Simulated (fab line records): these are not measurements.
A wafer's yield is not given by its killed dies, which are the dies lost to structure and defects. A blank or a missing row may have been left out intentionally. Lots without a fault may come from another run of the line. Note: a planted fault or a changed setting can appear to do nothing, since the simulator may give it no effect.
What tool caused it? | flow n5 finfet | 33 wafers from 11 lots sampled at 2 of the route's 1938 steps

== WHAT EACH GAUGE READ, for each wafer ==
N5_BEOL_M14_INSPECT_55: inspects for defects (darkfield). Usual: raw defect count reads 70 (standard deviation 24).
lot  | measured     | on                | raw defect count | flag
L722 | day 11 09:04 | defect inspect-02 | 53 64 69         |
L724 | day 11 14:06 | defect inspect-02 | 94 67 64         |
L725 | day 11 23:22 | defect inspect-02 | 75 81 80         |
L734 | day 14 04:32 | defect inspect-01 | 64 65 82         |
L740 | day 15 18:09 | defect inspect-02 | 53 107 67        |
L739 | day 16 00:18 | defect inspect-01 | 67 51 54         |
L741 | day 16 03:17 | defect inspect-02 | 70 53 51         |
L743 | day 16 11:27 | defect inspect-02 | 59 39 29         |
L742 | day 16 13:50 | defect inspect-02 | 49 29 60         |
L745 | day 16 23:34 | defect inspect-02 | 85 105 59        |
L744 | day 17 16:49 | defect inspect-01 | 65 65 52         |

== EACH LOT AND THE TOOL THAT RAN IT (in order: tool; ch and the chambers of the sampled wafers; start) ==
lot  | N5_BEOL_M14_DEP_53
L722 | pecvd-04 ch 1,2, day 11 08:59
L724 | pecvd-02 ch 0,1,2, day 11 14:01
L725 | pecvd-04 ch 0,1,2, day 11 23:17
L734 | pecvd-03 ch 0,1,2, day 14 04:26
L740 | pecvd-02 ch 1,2, day 15 18:04
L739 | pecvd-04 ch 0,2, day 16 00:13
L741 | pecvd-04 ch 0,1,2, day 16 03:11
L743 | pecvd-04 ch 0,1,2, day 16 11:21
L742 | pecvd-03 ch 1,2, day 16 13:44
L745 | pecvd-04 ch 0,1,2, day 16 23:28
L744 | pecvd-02 ch 0,2, day 17 16:44
- N5_BEOL_M14_DEP_53: deposits SiCN from 3MS/NH3, target thk 50 nm, time 17.8 s.

== AS READ BY THE TOOLS THEMSELVES (means over the sampled wafers that have a number; for cases with no such wafer, the mark the record gives instead) ==
N5_BEOL_M14_DEP_53. Usual: chamber pressure Torr 3.000 Torr, standard deviation 0.0091; showerhead plenum p Torr 4.162 Torr, standard deviation 0.02; throttle valve pct 18.1 %, standard deviation 0.66.
lot  | tool     | chamber pressure Torr (Torr) | showerhead plenum p Torr (Torr) | throttle valve pct (%) | flag
L722 | pecvd-04 | 2.999                        | 4.166                           | 17.7                   |
L724 | pecvd-02 | 2.996                        | 4.156                           | 17.7                   |
L725 | pecvd-04 | 2.996                        | 4.162                           | 18.4                   |
L734 | pecvd-03 | 2.994                        | 4.166                           | 18.2                   |
L740 | pecvd-02 | 2.998                        | 4.143                           | 17.3                   |
L739 | pecvd-04 | 2.999                        | 4.182                           | 17.9                   |
L741 | pecvd-04 | 2.999                        | 4.166                           | 18.3                   |
L743 | pecvd-04 | 2.998                        | 4.164                           | 18.1                   |
L742 | pecvd-03 | 3.004                        | 4.177                           | 18.1                   |
L745 | pecvd-04 | 2.998                        | 4.171                           | 18.3                   |
L744 | pecvd-02 | 3.002                        | 4.163                           | 17.8                   |

== THE ANSWER, worked out from the rows above alone ==
Rule: lot off if the mean of its wafers having a number is beyond 3 standard deviations from the usual mean. A lot without any number at a reading at which 4 lots or more have one is off too. Where the step has rows for the other lots, those lots are counted as sound. Order of review: gauges by route order, followed by the tools' own readings, for which a lot's mean as printed above is used. At the first step where some lot is off, the reading lying furthest off is the one used; lots without a number count as furthest.
No lot is off on any of the readings shown, so nothing can be concluded from this.

== WHAT THE SIMULATOR HAD PUT IN ==
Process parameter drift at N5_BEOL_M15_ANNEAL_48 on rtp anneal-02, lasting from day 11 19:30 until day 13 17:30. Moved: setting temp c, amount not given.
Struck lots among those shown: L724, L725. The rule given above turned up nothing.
